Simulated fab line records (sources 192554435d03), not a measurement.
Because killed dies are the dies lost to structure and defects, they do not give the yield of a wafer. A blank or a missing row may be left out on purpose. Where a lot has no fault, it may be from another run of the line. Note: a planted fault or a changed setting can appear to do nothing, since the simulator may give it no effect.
A struck lot beside a sound one | flow n5 finfet | 15 out of 1938 route steps
Sound: these wafers, L125.3, L125.5, L125.6. Struck: wafer L137.2 (L137.5, L137.6, from the same lot, were not struck and are left out); the cause is given at the end.
For every step that has rows: the tool of each side, followed by ch and its chambers, followed by its first start. Under that, the readings that differ: sound wafers | struck wafers | difference of the means | sigmas: that difference in standard deviations of wafers without a fault.
alike: words and numbers the same on both sides, and readings whose means are apart by under 2 such deviations; not compared: readings that were withheld, readings missing a value for some wafer, numbers with overlapping values and no deviation given by the record, and bounds like >300 which may hide the same value.
Wherever a step has rows on one side only, a row that says differs or no value, or a row with sigmas, the two part there. Numbers that don't overlap but have no deviation are shown without sigmas and don't part them. A reading that every wafer of one side lacks parts them only if that side has two wafers or more.

N5_BEOL_M15_OVL_MEAS_11:
  sound on overlay-01 ch 0, day 11 19:51; struck on overlay-02 ch 0, day 14 12:45
  alike: V14_OVL
N5_BEOL_M15_INSPECT_12: inspects for defects (macro).
  sound on defect inspect-02 at day 11 19:52; struck on defect inspect-02 at day 14 12:46
  alike: raw defect count
N5_BEOL_M15_DESCUM_15: chemistry O2, time 7.9 s.
  sound on rie diel-05 ch 1,2,3, day 11 19:55; struck on rie diel-03 ch 3, day 14 12:51
  alike: drypump motor current A, oes product au, rf vpp V, showerhead plenum p Torr, throttle valve pct
  not compared: rf hours counter h
N5_BEOL_M15_ETCH_59: etches BARC in N2/H2, target depth 89 nm, overetch 26.7 nm, time 67.9 s.
  sound on rie diel-05 ch 1,2,3, day 11 19:56; struck on rie diel-03 ch 3, day 14 12:53
  alike: drypump motor current A, oes product au, rf vpp V, showerhead plenum p Torr, throttle valve pct
  not compared: rf hours counter h
N5_BEOL_M15_VIA_ETCH_16: etches SiO2 in C4F8/O2/Ar, target depth 1792.2 nm.
  sound on rie diel-05 ch 1,2,3, day 11 19:59; struck on rie diel-03 ch 3, day 14 12:56
  alike: drypump motor current A, oes product au, rf vpp V, showerhead plenum p Torr, throttle valve pct
N5_BEOL_M15_STRIP_63: strips in O2.
  sound: rie diel-05 ch 1,2,3; struck: rie diel-03 ch 3
  alike: drypump motor current A, oes product au, rf vpp V, showerhead plenum p Torr, throttle valve pct
  not compared: rf hours counter h
N5_BEOL_M15_STRIP_64: strips in O2.
  sound: rie diel-05 ch 1,2,3; struck: rie diel-03 ch 3
  reading      | sound       | struck | difference | sigmas
  rf vpp V (V) | 4.2 3.9 3.0 | 2.7    | -1.0       | -2
  alike: drypump motor current A, oes product au, showerhead plenum p Torr, throttle valve pct
  not compared: rf hours counter h
then, 2 steps without rows for these wafers: N5_BEOL_M15_STRIP_65 (strips in post etch residue remover, time 60 s); N5_BEOL_M15_SRD_66 (time 30 s, dry time 30 s).
N5_BEOL_M15_CD_MEAS_17: target cd 360 nm.
  sound on cd sem-03 at day 11 20:25; struck on cd sem-03 at day 14 13:21
  alike: cd nm
then, 2 steps without rows for these wafers: N5_BEOL_M15_COAT_56 (time 60 s, resist thk 550 nm); N5_BEOL_M15_ETCH_57 (etches SOC in N2/H2, time 750 s).
N5_BEOL_M15_COAT_60: time 60 s, resist thk 89 nm.
  sound on litho track-03 ch 0, day 11 21:07; struck on litho track-05 ch 0, day 14 13:58
  reading                  | sound             | struck | difference | sigmas
  heater power total W (W) | 393.0 392.9 391.7 | 432.7  | +40.2      | +29
  run length s (s)         | 66.03 66.21 66.04 | 56.60  | -9.49      | -37
then, 1 step without rows for these wafers: N5_BEOL_M15_COAT_22 (resist thk 800 nm).
N5_PASSIVATION_PROBE_49:
  the record holds rows for the sound wafers here (prober-01, day 12 19:13) but none for the struck ones

== WHERE THEY PART ==
First at N5_BEOL_M15_STRIP_64; last, within this record, at N5_PASSIVATION_PROBE_49.

WHY: what the simulator had put in
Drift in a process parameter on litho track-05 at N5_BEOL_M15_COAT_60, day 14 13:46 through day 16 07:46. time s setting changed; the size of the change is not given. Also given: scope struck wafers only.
